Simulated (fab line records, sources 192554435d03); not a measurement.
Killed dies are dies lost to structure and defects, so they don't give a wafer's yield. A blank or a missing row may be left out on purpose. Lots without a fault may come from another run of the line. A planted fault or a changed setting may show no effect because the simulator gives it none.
A struck lot beside a sound one | flow n5_finfet | 18 steps out of a route of 1938
Sound: wafers L916.1, L916.3, L916.5. Struck: wafer L930.6. (L930.3, L930.5 of the same lot were not struck and are left out.) The cause comes at the end.
At each step with rows: each side's tool, then ch and its chambers, then its first start. Under that, the readings that differ: sound wafers | struck wafers | difference of the means | sigmas: that difference in standard deviations of wafers without a fault.
alike: readings whose means differ by less than 2 such deviations, and words and numbers that are the same on both sides. not compared: withheld readings, readings that some wafer has no value for, bounds like >300 that may hide the same value, and numbers for which the record gives no deviation and whose values overlap.
The two part at a step that has a row with sigmas, a row that says differs or no value, or rows on one side only. Numbers that don't overlap but have no deviation are shown without sigmas and don't part them. A reading that every wafer of one side lacks parts them only if that side has two wafers or more.

N5_MOL_CONTACT_COAG_VIA_ETCH_117: etches SiO2 in C4F6/O2, target depth 40 nm, overetch 8 nm, time 26 s.
  sound on rie_diel-06 ch 0,1, day 5 05:05; struck on rie_diel-05 ch 1, day 8 16:05
  alike: drypump_motor_current_A, oes_product_au, rf_vpp_V, showerhead_plenum_p_Torr, throttle_valve_pct
  not compared: rf_hours_counter_h
then, 2 steps without rows for these wafers: N5_MOL_CONTACT_COAG_ETCH_124 (etches SiNx in CH3F/O2, stops on SiOC, target depth 6.5 nm); N5_MOL_CONTACT_COAG_ETCH_48 (etches SiOC in C4F6/O2, target depth 15 nm, overetch 4.5 nm, time 17 s).
N5_MOL_CONTACT_COAG_STRIP_72: strips in N2/H2.
  sound on rie_diel-06 ch 0,1, day 5 05:13; struck on rie_diel-05 ch 1, day 8 16:13
  alike: bias_power_w, drypump_motor_current_A, oes_product_au, rf_vpp_V, showerhead_plenum_p_Torr, throttle_valve_pct
  not compared: rf_hours_counter_h
N5_MOL_CONTACT_COAG_STRIP_49: strips in N2/H2, time 30 s.
  sound on plasma_asher-01 ch 0,1, day 5 05:17; struck on plasma_asher-02 ch 1, day 8 16:19
  alike: drypump_motor_current_A, heater_power_w
  not compared: rf_hours_counter_h
then, 2 steps without rows for these wafers: N5_MOL_CONTACT_COAG_PRECLEAN_138 (cleans in alkaline clean, time 60 s); N5_MOL_CONTACT_COAG_SRD_139 (time 30 s).
N5_MOL_CONTACT_COAG_CD_MEAS_101: target cd 16 nm.
  sound on cd_sem-01, day 5 05:26; struck on cd_sem-03, day 8 16:26
  alike: cd_nm
then, 1 step without rows for these wafers: N5_MOL_CONTACT_COAG_PRE_CLEAN_121.
N5_MOL_CONTACT_COAG_CVD_140: deposits W, target thk 66.5 nm, time 215 s.
  sound on cvd_w-02 ch 0,1, day 5 05:34; struck on cvd_w-01 ch 1, day 8 16:39
  reading                  | sound       | struck | difference | sigmas
  heater_power_outer_w (W) | 369 297 370 | 223    | -122       | -2
  heater_power_w (W)       | 653 493 624 | 414    | -176       | -2
then, 2 steps without rows for these wafers: N5_MOL_CONTACT_COAG_PRECLEAN_127 (cleans in DIW, time 57.5 s); N5_MOL_CONTACT_COAG_SRD_128 (dry time 32 s).
N5_MOL_CONTACT_COAG_CMP_52: polishes, stops on SiO2, t overpolish 1.5 s, target thk 66.5 nm.
  sound on cmp-02 ch 1,3, day 5 05:56; struck on cmp-03 ch 2, day 8 17:00
  alike: edge_zone_pressure_frac, head_pressure_psi, motor_current_A, overpolish_run_s, time_to_endpoint_s
N5_MOL_CONTACT_COAG_THK_MEAS_53:
  sound on film_metro-01, day 5 06:11; struck on film_metro-01, day 8 17:11
  alike: VIA_MOL_THK
-- the record jumps here: 2 days lie between the struck wafers' starts before and after --
N5_MOL_CONTACT_COAG_ANNEAL_112: time 1800 s.
  sound on hp_anneal-01 ch 0, day 5 08:35; struck on hp_anneal-01 ch 0, day 10 19:53
  alike: pressure_atm, spike_tc_upper_C, wafer_temp_C_max
N5_MOL_CONTACT_COAG_INSPECT_97: inspects for defects (darkfield).
  sound on defect_inspect-01, day 5 11:36; struck on defect_inspect-01, day 10 23:15
  reading          | sound    | struck | difference | sigmas
  raw_defect_count | 24 26 27 | 568    | +542       | +34
-- the record jumps here: 2 days lie between the struck wafers' starts before and after (it left off in module MOL_CONTACT_COAG and takes up again in module BEOL_M4, whose first step shown is number 1111 of the route) --
N5_BEOL_M4_RC_MEAS_101:
  sound on prober-01 ch 0, day 8 02:25; struck on prober-01 ch 0, day 13 10:14
  alike: DIBL_N, DIBL_P, IOFF_N, IOFF_P, ION_N, ION_P, SS_N, SS_P, VT_N, VT_P
-- the record jumps here: 5 days lie between the struck wafers' starts before and after (it left off in module BEOL_M4 and takes up again in module PASSIVATION, whose first step shown is number 1936 of the route) --
N5_PASSIVATION_PROBE_49:
  sound on prober-01, day 11 19:47; struck on prober-01, day 18 14:16
  reading                  | sound          | struck | difference | sigmas
  defect_limited_yield (%) | 91.9 91.4 93.2 | 58.8   | -33.4      | -24
  killed_at_contacts       | 9 5 9          | 409    | +401       | +74
  killed_dies              | 96 101 80      | 486    | +394       | +23
  killed_on_rim            | 16 16 10       | 61     | +47        | +12
  sort_bin_5_function (%)  | 4.3 4.8 4.3    | 24.2   | +19.7      | +20
  sort_bin_6_memory (%)    | 3.2 3.1 2.3    | 14.2   | +11.3      | +17
  sort_n_pass              | 1084 1079 1100 | 694    | -394       | -23
  sort_yield_pct (%)       | 91.9 91.4 93.2 | 58.8   | -33.4      | -24
  alike: killed_at_M0_to_M3, killed_at_M4_up, killed_at_front_end, killed_at_other, killed_open, killed_short

WHERE THEY PART
First at N5_MOL_CONTACT_COAG_CVD_140; last, within this record, at N5_PASSIVATION_PROBE_49.

WHY: what the simulator had put in
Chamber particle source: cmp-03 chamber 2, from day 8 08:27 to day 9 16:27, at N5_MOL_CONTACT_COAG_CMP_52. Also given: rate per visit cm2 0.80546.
